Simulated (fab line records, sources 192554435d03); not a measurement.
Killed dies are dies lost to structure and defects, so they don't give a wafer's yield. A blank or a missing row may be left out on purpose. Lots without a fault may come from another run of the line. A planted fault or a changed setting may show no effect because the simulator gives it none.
fab line records | flow n5_finfet
record lots=6 wafers=16 last_day=17
route steps=1938 shown BEOL_M4@1049 PASSIVATION@1936
lots that met no fault: from a run of the same line without faults
start_h: hours from the record's first day to the start of the lot's first wafer shown | wait_h: hours since the lot's step before | " the same as in the row above | L1.1+2: a row that stands for several wafers | - no value, or no start given | * or withheld: withheld | < > ~ a bound
route shown NAME@n: a module of which the file shows steps, and the number in the route of the first | usual: mean/standard deviation of fault-free wafers | same: alike in all rows | chamber/n: place in a boat | sites: the reading at each site | _std_site: their standard deviation | _edge_site: outer sites' mean less inner sites' | radius_mm: how far each site lies from the wafer's centre | mask NAME#n: copy n | behind: the tool/chamber that last shaped the wafer | hold: why the lot was held/for how many hours/how that ended | device: the transistor (n, p or np) that didn't switch | end of line: the same wafers' tests at the end of the route | a step without rows: its recipe alone | killed: dies lost to structure and defects at the first sort, not the wafer's yield | map: a wafer's dies, x killed, . not, _ none there
set.NAME: the setting as run; set.NAME@STEP: as run at that earlier step | model.NAME: the simulator's own value behind a step, which no gauge read
lots at some steps of the route; a table a step, a row a wafer
services: from which hour (start_h, from the record's first day; less than 0 if before it) a tool's chamber was out of use, for how many hours, and why
## steps
# step N5_BEOL_M4_COAT_76
# recipe resist=underlayer temp_c=205 time_s=60 spin_rpm=1500 resist_thk_nm=5
# step N5_BEOL_M4_COAT_22
# recipe resist=CAR-EUV spin_rpm=1500 resist_thk_nm=30
# step N5_BEOL_M4_EBR_24
# recipe solvent=PGMEA ebr_width_mm=1.5
# step N5_BEOL_M4_SOFTBAKE_23
# recipe temp_c=110 time_s=60 resist=CAR-EUV
# step N5_BEOL_M4_EXPOSE_25
# recipe mask_id=V3 na=0.33 source_shape=quasar sigma_inner=0.2 sigma_outer=0.8 polarization=unpolarized defocus_nm=5 dose_mj=63
# step N5_BEOL_M4_PEB_26
# recipe peb_temp_c=100 peb_time_s=60 resist=CAR-EUV
# step N5_BEOL_M4_DEVELOP_27
# recipe develop_time_s=30 developer=TMAH resist=CAR-EUV rinse_liquid=surfactant_rinse dry=air_spin dev_temp_c=23
# step N5_BEOL_M4_CD_MEAS_28
# recipe target_cd_nm=26.2 landing_energy_ev=500 detector=se_inlens target_cd_y_nm=24.1 polarity=opening
# usual cd_nm=26.19/0.26
# same landing_energy_ev=500
# columns lot.wafer tool chamber start_h wait_h cd_nm
L502.3 cd_sem-02 0 171.85 - 26.07
L502.4 " 0 " " 26.13
L502.5 " 0 " " 25.89
L504.2 cd_sem-03 0 180.91 - 26.46
L504.4 " 0 " " 26.37
L504.6 " 0 " " 26.41
L503.2 cd_sem-01 0 189.44 - 26.67
L503.3 " 0 " " 26.00
L503.6 " 0 " " 26.63
L509.3 cd_sem-01 0 216.18 - 25.97
L509.4 " 0 " " 26.27
L509.5 " 0 " " 26.11
L516.1 cd_sem-02 0 273.94 - 25.76
L516.4 " 0 " " 26.17
L520.1 cd_sem-03 0 289.61 - 26.36
L520.4 " 0 " " 26.72
# step N5_BEOL_M4_OVL_MEAS_29
# recipe points_per_wafer=522
# usual V3_OVL=0.2/0.77
# columns lot.wafer tool chamber start_h wait_h V3_OVL[nm]
L502.3 overlay-01 0 171.89 0.0 -0.4
L502.4 " 0 " " -0.4
L502.5 " 0 " " -1.0
L504.2 overlay-01 0 180.95 0.0 1.2
L504.4 " 0 " " 1.0
L504.6 " 0 " " 0.3
L503.2 overlay-01 0 189.48 0.0 -1.1
L503.3 " 0 " " -0.5
L503.6 " 0 " " -0.9
L509.3 overlay-02 0 216.22 0.0 -0.2
L509.4 " 0 " " 0.0
L509.5 " 0 " " 0.3
L516.1 overlay-01 0 273.97 0.0 1.3
L516.4 " 0 " " 0.5
L520.1 overlay-02 0 289.64 0.0 0.2
L520.4 " 0 " " 1.1
# step N5_BEOL_M4_INSPECT_30
# recipe mode=adi inspect_instrument=brightfield
# usual raw_defect_count=376/93
# columns lot.wafer tool chamber start_h wait_h raw_defect_count
L502.3 defect_inspect-01 - 171.93 0.0 351
L502.4 " - " " 306
L502.5 " - " " 376
L504.2 defect_inspect-01 - 181.00 0.0 602
L504.4 " - " " 428
L504.6 " - " " 410
L503.2 defect_inspect-02 - 189.53 0.0 353
L503.3 " - " " 321
L503.6 " - " " 465
L509.3 defect_inspect-02 - 216.26 0.0 253
L509.4 " - " " 240
L509.5 " - " " 323
L516.1 defect_inspect-01 - 274.03 0.1 296
L516.4 " - " " 396
L520.1 defect_inspect-01 - 289.70 0.1 383
L520.4 " - " " 373
# step N5_BEOL_M4_DESCUM_33
# recipe chemistry=O2 time_s=7 source_power_w=50 bias_power_w=20 pressure_mtorr=20 rf_frequency_hz=2.712e+07 temp_c=40 resist=CAR-EUV o2_flow_sccm=225
# usual chamber_pressure_mTorr=20.002/0.019 drypump_motor_current_A=5.3/0.57 oes_product_au=0.79/0.11 rf_vpp_V=242.9/1.4 showerhead_plenum_p_Torr=2.07/0.063 throttle_valve_pct=20.38/0.21
# same time_s=7
# columns lot.wafer tool chamber start_h wait_h chamber_pressure_mTorr drypump_motor_current_A oes_product_au rf_hours_counter_h rf_vpp_V showerhead_plenum_p_Torr throttle_valve_pct
L502.3 rie_diel-01 0 171.97 0.0 19.992 4.9 0.96 7 242.6 2.05 20.23
L502.4 " 1 " " 20.015 4.7 0.72 194 245.0 2.16 20.54
L502.5 " 3 " " 19.998 4.9 0.68 - 242.1 2.07 20.38
L504.2 rie_diel-05 2 181.04 0.0 20.038 5.2 0.82 67 244.7 2.13 20.10
L504.4 " 3 " " 19.987 4.9 0.73 188 242.6 2.01 20.64
L504.6 " 1 " " 20.004 6.4 0.74 - 240.8 2.00 20.48
L503.2 rie_diel-01 3 189.56 0.0 20.010 4.8 0.67 248 242.2 2.07 20.40
L503.3 " 0 " " 19.992 4.9 0.94 13 242.3 2.05 20.23
L503.6 " 3 " " 19.998 4.8 0.67 - 243.2 2.07 20.39
L509.3 rie_diel-04 3 216.42 0.2 19.974 4.8 0.69 218 243.9 2.14 20.67
L509.4 " 0 " " 19.985 5.5 0.96 5 242.2 2.03 20.30
L509.5 " 3 " " 19.981 4.9 0.69 - 245.5 2.14 20.64
L516.1 rie_diel-01 0 274.07 0.0 20.002 4.9 0.86 47 242.4 2.04 20.30
L516.4 " 1 " " 20.011 4.7 0.69 234 244.6 2.14 20.59
L520.1 rie_diel-01 1 290.93 1.2 20.007 4.7 0.69 241 244.0 2.14 20.60
L520.4 " 3 " " 20.024 4.9 0.91 30 244.3 2.06 20.16
# step N5_BEOL_M4_ETCH_77
# recipe chemistry=N2/H2 target=underlayer target_depth_a=65 mask_material=CAR-EUV time_s=5.2 ion_energy_ev=200 pressure_mtorr=30 source_w=840 bias_w=150 n2_flow_sccm=200 h2_flow_sccm=200 ends=cleared
# usual chamber_pressure_mTorr=29.99/0.039 drypump_motor_current_A=5.3/0.57 etch_rf_on_time_s=5.28/0.14 n2_flow_sccm=200.0/0.65 oes_product_au=0.67/0.09 rf_vpp_V=523.4/2.4 showerhead_plenum_p_Torr=2.52/0.073 throttle_valve_pct=17.80/0.26
# columns lot.wafer tool chamber start_h wait_h chamber_pressure_mTorr drypump_motor_current_A etch_rf_on_time_s n2_flow_sccm oes_product_au rf_hours_counter_h rf_vpp_V showerhead_plenum_p_Torr throttle_valve_pct
L502.3 rie_diel-01 0 172.00 0.0 30.00 4.9 5.20 199.2 0.80 7 523.3 2.47 17.49
L502.4 " 1 " " 30.01 4.7 5.34 200.1 0.62 194 527.3 2.62 17.96
L502.5 " 3 " " 29.98 4.8 5.29 199.9 0.57 - 521.2 2.51 17.82
L504.2 rie_diel-05 2 181.07 0.0 29.96 5.2 5.15 198.3 0.70 67 525.0 2.56 17.30
L504.4 " 3 " " 30.02 4.9 5.14 200.8 0.63 188 523.2 2.42 17.93
L504.6 " 1 " " 29.95 6.4 5.54 200.7 0.62 - 521.9 2.45 18.05
L503.2 rie_diel-01 3 189.60 0.0 30.05 4.9 5.43 200.9 0.57 248 523.7 2.51 17.81
L503.3 " 0 " " 29.97 4.9 5.23 200.5 0.80 13 526.1 2.47 17.49
L503.6 " 3 " " 30.02 4.9 5.33 200.6 0.56 - 523.9 2.51 17.80
L509.3 rie_diel-04 3 216.45 0.0 30.03 4.9 5.40 201.0 0.57 218 526.3 2.60 18.10
L509.4 " 0 " " 29.93 5.5 5.06 199.9 0.84 5 523.8 2.50 17.94
L509.5 " 3 " " 30.01 4.9 5.40 201.1 0.58 - 525.1 2.60 18.10
L516.1 rie_diel-01 0 274.10 0.0 29.98 4.9 5.17 200.2 0.74 47 521.4 2.46 17.55
L516.4 " 1 " " 29.98 4.7 5.23 200.8 0.60 234 524.1 2.61 18.00
L520.1 rie_diel-01 1 290.97 0.0 30.01 4.7 5.25 200.5 0.59 241 525.9 2.60 18.02
L520.4 " 3 " " 30.01 4.9 5.11 200.3 0.76 30 523.9 2.50 17.46
# step N5_BEOL_M4_ETCH_69
# recipe chemistry=CF4 target=SiARC target_depth_a=156 mask_material=CAR-EUV time_s=26 ion_energy_ev=80 pressure_mtorr=40 source_w=545 bias_w=36 Ar_flow_sccm=100 cf4_flow_sccm=100 ends=cleared
# usual chamber_pressure_mTorr=40.00/0.036 drypump_motor_current_A=5.3/0.57 etch_rf_on_time_s=26.4/0.71 oes_product_au=0.67/0.089 rf_vpp_V=183.9/1.1 showerhead_plenum_p_Torr=2.12/0.065 throttle_valve_pct=15.55/0.28
# columns lot.wafer tool chamber start_h wait_h chamber_pressure_mTorr drypump_motor_current_A etch_rf_on_time_s oes_product_au rf_hours_counter_h rf_vpp_V showerhead_plenum_p_Torr throttle_valve_pct
L502.3 rie_diel-01 0 172.02 0.0 39.99 4.9 26.5 0.79 7 183.0 2.12 15.45
L502.4 " 1 " " 40.05 4.7 26.5 0.61 194 185.1 2.21 15.72
L502.5 " 3 " " 40.03 4.9 26.8 0.57 - 183.0 2.10 15.52
L504.2 rie_diel-05 2 181.09 0.0 39.96 5.2 25.8 0.71 67 183.4 2.17 15.22
L504.4 " 3 " " 39.98 4.9 25.6 0.63 188 182.1 2.04 15.66
L504.6 " 1 " " 40.05 6.4 27.8 0.62 - 181.8 2.06 15.70
L503.2 rie_diel-01 3 189.61 0.0 40.03 4.8 27.0 0.56 248 183.2 2.09 15.51
L503.3 " 0 " " 39.97 4.9 26.4 0.79 13 183.6 2.12 15.46
L503.6 " 3 " " 39.96 4.8 27.1 0.56 - 184.0 2.09 15.53
L509.3 rie_diel-04 3 216.47 0.0 39.99 4.8 27.6 0.57 218 185.3 2.22 16.02
L509.4 " 0 " " 39.98 5.5 25.7 0.84 5 184.5 2.11 15.61
L509.5 " 3 " " 40.01 4.9 27.3 0.58 - 185.6 2.22 16.02
L516.1 rie_diel-01 0 274.12 0.0 39.98 4.9 26.6 0.73 47 183.5 2.11 15.54
L516.4 " 1 " " 40.01 4.7 16.2 0.81 234 184.8 2.19 15.81
L520.1 rie_diel-01 1 290.98 0.0 39.98 4.7 26.2 0.59 241 184.2 2.19 15.82
L520.4 " 3 " " 39.96 4.9 15.8 1.03 30 185.3 2.08 15.12
# step N5_BEOL_M4_ALD_98
# recipe material=SiO2 target_thk_a=25 temp_c=100 ald_precursor_family=BDEAS ald_co_reactant=O2-plasma pulse_time_s=1 co_reactant_pulse_time_s=1 purge_time_s=2 co_reactant_purge_time_s=2 ald_cycles=17 pressure_torr=2
# usual heater_power_w=76/6.7 precursor_pulse_height_rel=1.000/0.018
# same ald_cycles=17 co_reactant_pulse_time_s=1
# columns lot.wafer tool chamber start_h wait_h heater_power_w precursor_pulse_height_rel
L502.3 ald_sin-02 1 172.10 0.1 74 0.962
L502.4 " 2 " " 80 1.025
L502.5 " 2 " " 81 0.990
L504.2 ald_sin-02 0 181.17 0.1 65 1.008
L504.4 " 1 " " 73 0.973
L504.6 " 2 " " 81 0.979
L503.2 ald_sin-02 2 189.70 0.1 79 1.010
L503.3 " 1 " " 75 0.973
L503.6 " 2 " " 80 1.032
L509.3 ald_sin-02 3 216.55 0.1 64 0.981
L509.4 " 3 " " 66 0.974
L509.5 " 1 " " 75 1.008
L516.1 ald_sin-01 1 274.20 0.1 69 1.014
L516.4 " 0 " " 85 1.004
L520.1 ald_sin-01 0 291.07 0.1 85 0.990
L520.4 " 0 " " 87 0.990
# step N5_BEOL_M4_RC_MEAS_101
# usual DIBL_N=36.8/2.2 DIBL_P=37.1/2.8 IOFF_N=0.17/0.04 IOFF_P=0.22/0.049 ION_N=672/16 ION_P=460/9.2 SS_N=71.6/0.69 SS_P=73.5/0.78 VT_N=249/3.6 VT_P=-250/3.9
# columns lot.wafer tool chamber start_h wait_h DIBL_N[mV/V] DIBL_P[mV/V] IOFF_N[nA/um] IOFF_P[nA/um] ION_N[uA/um] ION_P[uA/um] SS_N[mV/dec] SS_P[mV/dec] VT_N[mV] VT_P[mV]
L502.3 prober-01 0 179.80 0.3 37.3 36.8 0.16 0.20 672 451 72.1 73.7 250 -253
L502.4 " 0 " " 37.8 37.6 0.18 0.21 677 454 71.0 73.7 248 -250
L502.5 " 0 " " 36.9 36.7 0.16 0.21 684 466 71.3 73.0 250 -253
L504.2 prober-02 0 187.06 0.2 37.5 36.6 0.19 0.20 673 445 71.3 73.9 246 -251
L504.4 " 0 " " 35.5 34.7 0.14 0.16 675 451 71.3 73.3 251 -256
L504.6 " 0 " " 34.3 34.1 0.14 0.16 685 458 71.0 72.9 249 -256
L503.2 prober-02 0 196.76 0.2 34.7 34.7 0.13 0.22 652 454 70.3 72.3 254 -249
L503.3 " 0 " " 34.8 34.4 0.13 0.19 671 466 71.0 73.3 253 -251
L503.6 " 0 " " 34.3 33.0 0.13 0.17 672 461 70.5 72.7 252 -252
L509.3 prober-01 0 226.48 0.3 33.1 34.8 0.11 0.18 661 460 71.0 73.0 254 -252
L509.4 " 0 " " 38.8 40.4 0.19 0.26 663 457 72.8 74.9 249 -249
L509.5 " 0 " " 32.8 32.5 0.10 0.14 657 453 70.6 72.2 259 -257
L516.1 prober-02 0 280.02 0.0 34.5 33.2 0.15 0.18 669 458 70.5 72.3 248 -250
L516.4 " 0 " " 36.3 36.4 0.15 0.21 665 458 71.5 73.6 250 -251
L520.1 prober-02 0 302.84 0.0 39.3 41.7 0.25 0.29 699 467 72.4 74.8 246 -249
L520.4 " 0 " " 34.2 35.6 0.14 0.18 671 461 71.9 73.4 250 -253
# step N5_PASSIVATION_PROBE_49
# usual defect_limited_yield=91.1/1.5 killed_at_M0_to_M3=35/11 killed_at_M4_up=13/5.7 killed_at_contacts=12/5.7 killed_at_front_end=40/11 killed_at_other=4/4.4 killed_dies=105/18 killed_open=68/14 killed_short=34/7.4 sort_bin_5_function=5.2/1 sort_bin_6_memory=3.3/0.67 sort_n_pass=1074/18 sort_yield_pct=91.0/1.5
# same gross_dies=1180 killed_at_back_side=0 sort_bin_4_leakage[%]=0 sort_bin_8_speed[%]=0
# columns lot.wafer tool chamber start_h wait_h defect_limited_yield[%] killed_at_M0_to_M3 killed_at_M4_up killed_at_contacts killed_at_front_end killed_at_other killed_dies killed_open killed_short sort_bin_5_function[%] sort_bin_6_memory[%] sort_n_pass sort_yield_pct[%]
L502.3 prober-01 - 282.24 0.1 91.4 31 14 15 42 0 102 70 31 5.7 2.7 1078 91.4
L502.4 prober-01 - 282.29 0.2 90.3 34 15 18 38 9 114 77 29 6.1 3.5 1066 90.3
L502.5 prober-01 - 282.34 0.2 90.4 25 15 14 56 3 113 71 36 5.6 3.6 1067 90.4
L504.2 prober-01 - 291.37 0.1 90.7 41 15 6 42 6 110 75 34 5.5 3.6 1070 90.7
L504.4 prober-01 - 291.47 0.2 91.7 34 12 16 30 6 98 69 26 4.7 3.5 1082 91.7
L504.6 prober-01 - 291.57 0.3 89.7 42 11 14 40 15 122 69 49 5.8 4.3 1058 89.7
L503.2 prober-02 - 296.10 0.1 88.9 36 21 9 63 2 131 87 44 6.2 4.4 1049 88.9
L503.3 prober-02 - 296.15 0.1 89.5 46 17 4 47 10 124 78 38 6.9 3.4 1056 89.5
L503.6 prober-02 - 296.30 0.3 88.5 57 13 11 54 1 136 85 50 6.4 4.7 1044 88.5
L509.3 prober-02 - 332.85 0.1 93.9 15 13 9 32 3 72 48 23 3.9 2.2 1108 93.9
L509.4 prober-02 - 332.90 0.2 91.1 23 15 17 43 7 105 59 40 5.5 3.0 1075 91.1
L509.5 prober-02 - 332.95 0.2 93.4 19 12 8 31 8 78 49 22 4.7 1.7 1102 93.4
L516.1 prober-01 - 383.10 0.0 92.8 23 16 18 27 1 85 60 24 4.7 2.3 1095 92.8
L516.4 prober-01 - 383.25 0.2 89.6 24 17 8 74 0 123 79 34 6.2 4.1 1057 89.6
# killed by level:class
L502.3 STI_FIN_REVEAL:geometric_particle:open=15 MOL_CONTACT_COAG:geometric_particle:open=13 DUMMY_GATE:geometric_particle:open=7 BEOL_M0_SAQP:geometric_particle:open=6 BEOL_M1:geometric_particle:open=6 STARTING-WAFER:geometric_particle:short=6 BEOL_M0_SAQP:geometric_particle:short=5 BEOL_M2:geometric_particle:open=5
L502.4 MOL_CONTACT_COAG:geometric_particle:open=15 BEOL_M0_SAQP:geometric_particle:open=10 MIM_TOP_ETCH:area_etch=8 FIN_SAQP:geometric_particle:open=7 STI_FIN_REVEAL:geometric_particle:open=7 BEOL_M4:geometric_particle:open=7 FIN_SAQP:geometric_particle:short=6 BEOL_M3:geometric_particle:open=6
L502.5 STI_FIN_REVEAL:geometric_particle:open=15 MOL_CONTACT_COAG:geometric_particle:open=10 FIN_SAQP:geometric_particle:open=9 FIN_SAQP:geometric_particle:short=7 STI_FIN_REVEAL:geometric_particle:short=6 DUMMY_GATE:geometric_particle:open=6 BEOL_M3:geometric_particle:open=6 BEOL_M1:geometric_particle:open=5
L504.2 BEOL_M1:geometric_particle:open=16 BEOL_M0_SAQP:geometric_particle:open=9 DUMMY_GATE:geometric_particle:open=8 FIN_SAQP:geometric_particle:short=7 BEOL_M0_SAQP:geometric_particle:short=6 BEOL_M4:geometric_particle:open=6 FIN_SAQP:geometric_particle:open=5 MOL_CONTACT_COAG:geometric_particle:open=5
L504.4 MOL_CONTACT_COAG:geometric_particle:open=12 BEOL_M1:geometric_particle:open=10 BEOL_M3:geometric_particle:open=7 BEOL_M4:geometric_particle:open=7 STI_FIN_REVEAL:geometric_particle:open=5 GATE_CUT:geometric_particle:open=5 BEOL_M0_SAQP:geometric_particle:short=5 MOL_CONTACT_COAG:geometric_particle:short=4
L504.6 BEOL_M3:geometric_particle:open=11 MOL_CONTACT_COAG:geometric_particle:open=10 BEOL_M0_SAQP:geometric_particle:short=9 STI_FIN_REVEAL:geometric_particle:open=8 BEOL_M1:geometric_particle:open=7 ILD0:geometric_particle:open=6 BEOL_M1:geometric_particle:short=6 GATE_CUT:geometric_particle:short=5
L503.2 STI_FIN_REVEAL:geometric_particle:open=19 FIN_SAQP:geometric_particle:short=14 BEOL_M0_SAQP:geometric_particle:open=11 BEOL_M3:geometric_particle:open=10 FIN_SAQP:geometric_particle:open=9 BEOL_M0_SAQP:geometric_particle:short=8 MOL_CONTACT_COAG:geometric_particle:open=7 GATE_CUT:geometric_particle:short=6
L503.3 BEOL_M0_SAQP:geometric_particle:open=19 STI_FIN_REVEAL:geometric_particle:open=17 BEOL_M0_SAQP:geometric_particle:short=12 BEOL_M3:geometric_particle:open=8 MIM_TOP_ETCH:area_etch=7 FIN_SAQP:geometric_particle:open=6 BEOL_M4:geometric_particle:open=6 GATE_CUT:geometric_particle:short=5
L503.6 BEOL_M0_SAQP:geometric_particle:open=20 STI_FIN_REVEAL:geometric_particle:open=14 GATE_CUT:geometric_particle:short=12 BEOL_M0_SAQP:geometric_particle:short=12 FIN_SAQP:geometric_particle:open=9 BEOL_M3:geometric_particle:open=9 MOL_CONTACT_COAG:geometric_particle:open=8 FIN_SAQP:geometric_particle:short=6
L509.3 STI_FIN_REVEAL:geometric_particle:open=10 MOL_CONTACT_COAG:geometric_particle:open=7 BEOL_M4:geometric_particle:open=7 STI_FIN_REVEAL:geometric_particle:short=5 GATE_CUT:geometric_particle:short=5 BEOL_M0_SAQP:geometric_particle:short=5 BEOL_M0_SAQP:geometric_particle:open=4 DUMMY_GATE:geometric_particle:open=3
L509.4 DUMMY_GATE:geometric_particle:open=11 MOL_CONTACT_COAG:geometric_particle:open=11 FIN_SAQP:geometric_particle:open=9 BEOL_M0_SAQP:geometric_particle:short=9 BEOL_M0_SAQP:geometric_particle:open=7 BEOL_M4:geometric_particle:open=7 MOL_CONTACT_COAG:geometric_particle:short=6 ILD0:geometric_particle:short=5
L509.5 STI_FIN_REVEAL:geometric_particle:open=10 MOL_CONTACT_COAG:geometric_particle:open=7 FIN_SAQP:geometric_particle:open=6 BEOL_M0_SAQP:geometric_particle:open=6 MIM_TOP_ETCH:area_etch=6 BEOL_M4:geometric_particle:open=5 BEOL_M0_SAQP:geometric_particle:short=4 FIN_SAQP:geometric_particle:short=3
L516.1 MOL_CONTACT_COAG:geometric_particle:open=15 FIN_SAQP:geometric_particle:short=6 BEOL_M2:geometric_particle:open=6 BEOL_M0_SAQP:geometric_particle:open=5 BEOL_M4:geometric_particle:open=5 BEOL_M0:geometric_particle:open=4 BEOL_M1:geometric_particle:open=4 STARTING-WAFER:geometric_particle:open=4
L516.4 FIN_SAQP:geometric_particle:open=33 FIN_SAQP:geometric_particle:short=14 FIN_CUT:area_etch=8 MOL_CONTACT_COAG:geometric_particle:open=7 BEOL_M4:geometric_particle:open=7 BEOL_M1:geometric_particle:open=6 BEOL_M0_SAQP:geometric_particle:short=5 BEOL_M2:geometric_particle:open=5
## services
# columns tool chamber start_h hours kind
ald_sin-02 1 152.20 10.6 repair
rie_diel-04 1 152.74 6.5 repair
ald_sin-01 - 176.92 14.0 pm
rie_diel-01 3 197.18 - clean
rie_diel-01 3 197.18 - consumable_replace:focus_ring
rie_diel-01 3 197.18 15.6 scheduled_down
rie_diel-01 3 197.18 15.6 vent_cycle
rie_diel-01 2 212.78 - clean
rie_diel-01 2 212.78 - consumable_replace:focus_ring
rie_diel-01 2 212.78 15.4 scheduled_down
rie_diel-01 2 212.78 15.4 vent_cycle
ald_sin-01 - 214.57 0.5 repair
ald_sin-02 2 215.11 8.9 repair
ald_sin-01 - 218.36 6.1 pm
ald_sin-02 3 233.26 14.0 repair
rie_diel-04 - 240.99 2.6 repair
rie_diel-05 1 254.24 8.0 repair
ald_sin-02 3 265.94 12.9 repair
ald_sin-02 - 268.25 14.0 pm
ald_sin-02 0 268.25 14.0 vent_cycle
rie_diel-01 0 269.87 1.4 repair
ald_sin-01 2 279.66 12.0 repair
rie_diel-05 - 282.41 10.9 repair
ald_sin-01 3 288.76 4.9 repair
## key
first_sign step=N5_BEOL_M4_ETCH_69 reading=etch_rf_on_time_s direction=down sigmas=15 usual=* struck=*
effect step=N5_BEOL_M4_ETCH_69 reading=oes_product_au direction=up sigmas=2.8 usual=0.67 struck=0.92
met_at N5_BEOL_M4_ETCH_69
struck_wafers L516.4,L520.4
onset_between 189.61 274.12
fault kind=process_parameter_drift tool=rie_diel-01 chamber=- onset_h=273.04 steps=N5_BEOL_M4_ETCH_69 channel=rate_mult offset=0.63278 shape=step end_h=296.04 scope=struck_wafers_only
